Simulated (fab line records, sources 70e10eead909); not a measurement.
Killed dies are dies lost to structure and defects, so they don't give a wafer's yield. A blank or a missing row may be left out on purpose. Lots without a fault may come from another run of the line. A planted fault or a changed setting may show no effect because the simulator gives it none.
One fault seen from 2 desks | flow nand_harc | each desk has only its own numbers; what lay behind them comes last

THE DEFECT DESK
What the inspections along the route counted, lot by lot: means of the sampled wafers that have a number. A lot is out of limits, marked OUT, if its mean lies more than 4 standard deviations from the usual mean; the brackets give that distance.
Columns: A = raw_defect_count at NHARC_P_GATE_INSPECT_28, usual 5.7
lot  | first seen here | A
L806 | day 5 01:26     | 7.0
L807 | day 5 08:43     | 7.7
L808 | day 5 08:53     | 4.0
L809 | day 6 06:32     | 8.7
L811 | day 6 12:17     | 6.3
L813 | day 6 16:03     | 8.3
L816 | day 7 21:48     | 6.7
L817 | day 8 03:01     | 4.3
L818 | day 8 09:50     | 4.7
L822 | day 8 23:34     | 10.0
L825 | day 9 23:41     | 4.0
L827 | day 10 05:02    | 5.7
This desk's finding: nothing out of limits on any of the 12 lots.

THE METROLOGY DESK
What the gauges read, lot by lot, whatever tool the lot ran on: means of the sampled wafers that have a number. A lot is out of limits, marked OUT, if its mean lies more than 4 standard deviations from the usual mean; the brackets give that distance.
Columns: A = cd_nm at NHARC_P_GATE_CD_MEAS_26, usual 120.0 nm
lot  | first seen here | A
L806 | day 5 01:19     | 119.3
L807 | day 5 08:35     | 119.7
L808 | day 5 08:44     | 120.1
L809 | day 6 06:24     | 119.5
L811 | day 6 12:10     | 119.9
L813 | day 6 15:56     | 120.2
L816 | day 7 21:41     | 121.1
L817 | day 7 21:50     | 113.2 (-13) OUT
L818 | day 8 06:29     | 113.9 (-12) OUT
L822 | day 8 23:26     | 119.5
L825 | day 9 23:34     | 120.4
L827 | day 10 04:55    | 120.1
This desk's finding: out of limits on L817, L818; first on L817, day 7 21:50 (cd_nm at NHARC_P_GATE_CD_MEAS_26). In limits: L806, L807, L808, L809, L811, L813, L816, L822, L825, L827.

PUT TOGETHER
The metrology desk could have raised an alarm at day 7 21:50, on L817, L818.
The defect desk saw nothing out of limits.
The defect desk has L817, L818 on record, within its limits.
Of the lots named, all ran NHARC_P_GATE_PEB_24 on litho_track-01.

WHAT THE SIMULATOR HAD PUT IN
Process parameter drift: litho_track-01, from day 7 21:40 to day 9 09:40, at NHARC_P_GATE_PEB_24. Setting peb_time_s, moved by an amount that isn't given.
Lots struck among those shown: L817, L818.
Hours from the fault's start to each desk's first reading out of limits: the metrology desk, 0.
